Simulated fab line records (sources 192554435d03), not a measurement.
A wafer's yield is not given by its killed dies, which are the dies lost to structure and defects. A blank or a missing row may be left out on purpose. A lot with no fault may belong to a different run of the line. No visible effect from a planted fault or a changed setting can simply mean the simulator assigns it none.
Lot-split experiment + flow n5Finfet + 21 wafers read from 7 lots, route of 1938 steps

## ON THE SPLIT
At N5_ZERO_LAYER_COAT_05 (resist thk 1000 nm), the setting spinRpm was moved away from the recipe's 1500 rpm on 9 of the 21 wafers read, by -6.9% to +8.5%. For the rest of the wafers, this setting stayed at what the recipe calls for.

Reading taken at the split's own step.

## THE READING
coat_of_ZERO_LAYER_COAT_05.thkNm (the simulator's own value, which no gauge read), in nm, at N5_ZERO_LAYER_COAT_05 (resist thk 1000 nm). No usual value for it is given in the file. Across the 12 wafers here that went through the recipe, the average is 1004.2 nm and the standard deviation 1.5 nm.

| wafer  | tool, chamber at the split | spinRpm as run, rpm | against the recipe | coat_of_ZERO_LAYER_COAT_05.thkNm, nm | against lot-mates on the recipe |
|--------|----------------------------|---------------------|--------------------|--------------------------------------|---------------------------------|
| L075.1 | lithoTrack-05, 0           | 1500                | recipe             | 1006                                 | -                               |
| L075.3 | lithoTrack-05, 0           | 1585                | +5.7%              | 975.5                                | -29.5                           |
| L075.4 | lithoTrack-05, 0           | 1500                | recipe             | 1004                                 | -                               |
| L076.1 | lithoTrack-04, 0           | 1500                | recipe             | 1003                                 | -                               |
| L076.2 | lithoTrack-04, 0           | 1500                | recipe             | 1004                                 | -                               |
| L076.6 | lithoTrack-04, 0           | 1500                | recipe             | 1004                                 | -                               |
| L081.1 | lithoTrack-05, 0           | 1500                | recipe             | 1007                                 | -                               |
| L081.3 | lithoTrack-05, 0           | 1500                | recipe             | 1006                                 | -                               |
| L081.6 | lithoTrack-05, 0           | 1419                | -5.4%              | 1035                                 | +28.5                           |
| L083.1 | lithoTrack-03, 0           | 1500                | recipe             | 1002                                 | -                               |
| L083.3 | lithoTrack-03, 0           | 1500                | recipe             | 1004                                 | -                               |
| L083.4 | lithoTrack-03, 0           | 1500                | recipe             | 1005                                 | -                               |
| L086.1 | lithoTrack-05, 0           | 1500                | recipe             | 1002                                 | -                               |
| L086.3 | lithoTrack-05, 0           | 1500                | recipe             | 1003                                 | -                               |
| L086.5 | lithoTrack-05, 0           | 1584                | +5.6%              | 974.2                                | -28.3                           |
| L095.2 | lithoTrack-03, 0           | 1397                | -6.9%              | 1037                                 | no lot-mate on the recipe       |
| L095.5 | lithoTrack-03, 0           | 1397                | -6.9%              | 1031                                 | no lot-mate on the recipe       |
| L095.6 | lithoTrack-03, 0           | 1397                | -6.9%              | 1036                                 | no lot-mate on the recipe       |
| L096.2 | lithoTrack-05, 0           | 1628                | +8.5%              | 956.6                                | no lot-mate on the recipe       |
| L096.3 | lithoTrack-05, 0           | 1628                | +8.5%              | 958                                  | no lot-mate on the recipe       |
| L096.6 | lithoTrack-05, 0           | 1628                | +8.5%              | 955.8                                | no lot-mate on the recipe       |

THE FIT
A straight line over all 21 wafers: coat_of_ZERO_LAYER_COAT_05.thkNm changes by -5.14 nm for each +1% of spinRpm; r = -0.99; the points scatter about the line by 2.7 nm.
The same after taking each lot's own level away (the mean of its wafers on the recipe; 15 wafers): -5.18 nm for each +1%; r = -1.00; scatter 0.83 nm.
The reading moves by 44 nm for the largest change in spinRpm, on that fit.
The lots' own levels span 1002.50 to 1006.50 nm, that is 2.6 times the standard deviation above.
Consequently the slope shifts little with the lot-to-lot level, the two slopes agreeing.
Check: with one of the wafers moved furthest among these (+5.7%) left out of the fit, the line predicts -29.2 nm for it against its lot-mates. It came out at -29.5 nm against them.

## FURTHER SPLITS ON THESE WAFERS
Note: prior to the reading, these wafers also went through further splits. Each is held against what the fit with the lots' levels taken away leaves over:
| other split on the same wafers | wafers away from the commonest value | r with coat_of_ZERO_LAYER_COAT_05.thkNm (lot level and that fit taken away) |
|--------------------------------|--------------------------------------|-----------------------------------------------------------------------------|
| N5_ZERO_LAYER_PECVD_02 timeS   | 9                                    | -0.17                                                                       |

## THE WHOLE CHAIN: every reading that the file lists as answering this split, in the file's order
| step                   | what it does       | reading                                                                           | change (the file's fit)              | r (the file's) |
|------------------------|--------------------|-----------------------------------------------------------------------------------|--------------------------------------|----------------|
| N5_ZERO_LAYER_COAT_05  | resist thk 1000 nm | coat_of_ZERO_LAYER_COAT_05.thkNm (the simulator's own value, which no gauge read) | -5.21 nm for each +1% of the setting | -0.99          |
| N5_ZERO_LAYER_STRIP_24 | strips in O2       | stripTimeToEndpointS                                                              | withheld for each +1% of the setting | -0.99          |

## FILE'S OWN FIT
coat_of_ZERO_LAYER_COAT_05.thkNm changes by -5.21 nm for each +1% of spinRpm, r = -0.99.
